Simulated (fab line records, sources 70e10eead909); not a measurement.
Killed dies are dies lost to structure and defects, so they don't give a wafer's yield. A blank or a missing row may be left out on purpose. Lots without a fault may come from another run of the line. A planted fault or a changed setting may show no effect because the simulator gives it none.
A struck lot beside a sound one | flow nand_harc | 22 steps out of a route of 1159
Sound: wafers L957.2, L957.3, L957.5. Struck: wafers L964.2, L964.3, L964.6. The cause comes at the end.
At each step with rows: each side's tool, then ch and its chambers, then its first start. Under that, the readings that differ: sound wafers | struck wafers | difference of the means | sigmas: that difference in standard deviations of wafers without a fault.
alike: readings whose means differ by less than 2 such deviations, and words and numbers that are the same on both sides. not compared: withheld readings, readings that some wafer has no value for, bounds like >300 that may hide the same value, and numbers for which the record gives no deviation and whose values overlap.
The two part at a step that has a row with sigmas, a row that says differs or no value, or rows on one side only. Numbers that don't overlap but have no deviation are shown without sigmas and don't part them. A reading that every wafer of one side lacks parts them only if that side has two wafers or more.

NHARC_P_CONTACT_CVD_23: deposits W, target thk 200 nm, time 557 s.
  sound on cvd_w-01 ch 0; struck on cvd_w-01 ch 0,1
  alike: chamber_pressure_Torr, heater_power_outer_w, heater_power_w, mfc_h2_sccm, mfc_wf6_sccm, throttle_valve_pct
NHARC_P_CONTACT_CMP_24: polishes, t overpolish 30 s, target thk 200 nm.
  sound on cmp-04 ch 0,1,3, day 7 11:18; struck on cmp-02 ch 0,2, day 9 00:54
  alike: motor_current_A, overpolish_run_s, slurry_filter_dp_kPa, time_to_endpoint_s
then, 1 step without rows for these wafers: NHARC_P_CONTACT_SRD_26.
NHARC_P_CONTACT_INSPECT_27:
  sound on defect_inspect-02, day 7 11:40; struck on defect_inspect-02, day 9 01:17
  alike: raw_defect_count
then, 7 steps without rows for these wafers: NHARC_P_M0_DEP_00 (deposits SiOC, target thk 150 nm); NHARC_P_M0_DEHYDRATE_01 (time 120 s); NHARC_P_M0_HMDS_02 (time 30 s); NHARC_P_M0_COAT_33 (time 65 s); NHARC_P_M0_COAT_03 (resist thk 90 nm); NHARC_P_M0_SOFTBAKE_04 (time 55 s); NHARC_P_M0_EBR_05.
NHARC_P_M0_EXPOSE_06: exposes mask P M0, target cd 90 nm.
  sound on arfi_scanner-01 ch 0, day 7 12:25; struck on arfi_scanner-02 ch 0, day 9 01:55
  reading              | sound             | struck            | difference | sigmas
  exposure_dose_mJ_cm2 | 81.27 81.24 81.25 | 84.27 84.34 84.18 | +3.01      | +39
  alike: mask, focus_offset_nm
then, 2 steps without rows for these wafers: NHARC_P_M0_PEB_07 (peb time 65 s); NHARC_P_M0_DEVELOP_08 (develop time 35 s).
NHARC_P_M0_CD_MEAS_09: target cd 90 nm.
  sound on cd_sem-02 ch 0, day 7 12:34; struck on cd_sem-01 ch 0, day 9 02:04
  reading    | sound          | struck         | difference | sigmas
  cd_nm (nm) | 90.0 90.9 90.0 | 91.3 92.3 91.3 | +1.3       | +3
NHARC_P_M0_OVL_MEAS_10: pitch 180 nm.
  sound on overlay-01, day 7 12:39; struck on overlay-01, day 9 02:09
  alike: overlay_x_nm, overlay_y_nm
NHARC_P_M0_INSPECT_11:
  sound on defect_inspect-01, day 7 12:41; struck on defect_inspect-01, day 9 02:11
  alike: raw_defect_count
NHARC_P_M0_DESCUM_14: chemistry O2, time 3 s.
  sound on rie_diel-10 ch 0,1, day 7 12:45; struck on rie_diel-05 ch 0,1,2, day 9 02:14
  reading               | sound             | struck            | difference | sigmas
  model.P_M0.cd_nm (nm) | 89.81 91.04 90.09 | 91.66 91.41 91.74 | +1.29      |
  alike: drypump_motor_current_A, oes_product_au, rf_vpp_V, showerhead_plenum_p_Torr, throttle_valve_pct
  not compared: rf_hours_counter_h
NHARC_P_M0_ETCH_34: etches the open film in N2/H2, target depth 40 nm, overetch 12 nm, time 43.94 s.
  sound on rie_diel-10 ch 0,3, day 7 12:50; struck on rie_diel-05 ch 0,2,3, day 9 02:20
  alike: drypump_motor_current_A, oes_product_au, rf_vpp_V, showerhead_plenum_p_Torr, throttle_valve_pct
  not compared: rf_hours_counter_h
NHARC_P_M0_ETCH_15: etches the open film in C4F8/Ar, target depth 150 nm, overetch 15 nm, time 82.5 s.
  sound on rie_diel-10 ch 1,3; struck on rie_diel-05 ch 1,2
  reading               | sound             | struck            | difference | sigmas
  model.P_M0.cd_nm (nm) | 89.48 91.04 89.87 | 91.53 91.63 91.71 | +1.49      |
  alike: oes_product_au, rf_vpp_V
  not compared: rf_hours_counter_h
NHARC_P_M0_CD_MEAS_16:
  sound on cd_sem-01, day 7 13:03; struck on cd_sem-03, day 9 02:32
  reading    | sound          | struck         | difference | sigmas
  cd_nm (nm) | 89.7 90.9 89.6 | 91.6 91.4 91.5 | +1.4       | +2
-- the record jumps here: 13 days lie between the struck wafers' starts before and after (it left off in module P_M0 and takes up again in module END, whose first step shown is number 1159 of the route) --
NHARC_END_SORT_01:
  sound on prober-02 ch 0, day 21 01:43; struck on prober-01 ch 0, day 22 08:54
  alike: defect_limited_yield, killed_at_array, killed_at_other, killed_at_periphery, killed_dies, killed_open, killed_short, sort_bin_2_pct, sort_bin_3_pct, sort_bin_4_pct, sort_n_pass, sort_rim_yield_pct, sort_yield_pct

WHERE THEY PART
First at NHARC_P_M0_EXPOSE_06; last, within this record, at NHARC_P_M0_CD_MEAS_16. Later steps at which nothing parts them and some readings are alike: NHARC_END_SORT_01.

WHY: what the simulator had put in
Process parameter drift: arfi_scanner-02, from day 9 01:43 on, at NHARC_P_M0_EXPOSE_06. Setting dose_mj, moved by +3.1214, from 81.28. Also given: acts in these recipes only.
